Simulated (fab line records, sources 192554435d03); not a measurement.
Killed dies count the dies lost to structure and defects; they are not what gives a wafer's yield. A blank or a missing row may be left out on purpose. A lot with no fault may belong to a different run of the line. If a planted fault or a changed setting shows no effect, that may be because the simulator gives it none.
Matching of chambers ; flow n5_finfet ; N5_BEOL_M2_ETCH_70 on rie_diel-06: 3 sister chambers
The step etches SOC in N2/H2, target depth 80 nm, overetch 24 nm, time 130 s. 6 wafers are shown with their chamber, then 6 later ones without.

== WAFERS PAIRED WITH THEIR CHAMBERS ==
wafer;chamber;showerhead_plenum_p_Torr (Torr);throttle_valve_pct (%)
L078.4;2;2.52;18.05
L080.2;0;2.62;17.85
L080.5;2;2.51;18.05
L082.1;0;2.62;17.88
L082.5;1;2.62;17.76
L084.2;1;2.62;17.77

== WAFERS WITHOUT THEIR CHAMBER ==
wafer;showerhead_plenum_p_Torr (Torr);throttle_valve_pct (%)
L084.5;2.62;17.75
L089.1;2.61;17.77
L089.6;2.51;17.59
L092.3;2.61;17.78
L092.4;2.61;17.90
L092.6;2.51;17.57

== WHICH CHAMBER EACH ONE RAN IN ==
wafer;from the rows above;in truth
L084.5;1;1
L089.1;1;1
L089.6;1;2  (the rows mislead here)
L092.3;1;1
L092.4;0;0
L092.6;1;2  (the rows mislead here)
Placed correctly: 4 of 6. From these rows, 0 cannot be placed. 2 placed wrongly.
How it was worked out, from the rows above alone: a wafer's distance from a chamber is the root of the sum, over the readings, of the square of ((its reading less the chamber's mean) divided by the reading's scatter). The wafer belongs to the nearest chamber; if the next one is less than 2 further off, it can't be placed. A chamber's mean is the mean of its shown wafers. The scatter: take each reading less its chamber's mean, square it, sum over the shown wafers, divide by the number of wafers less the number of chambers, and take the root.
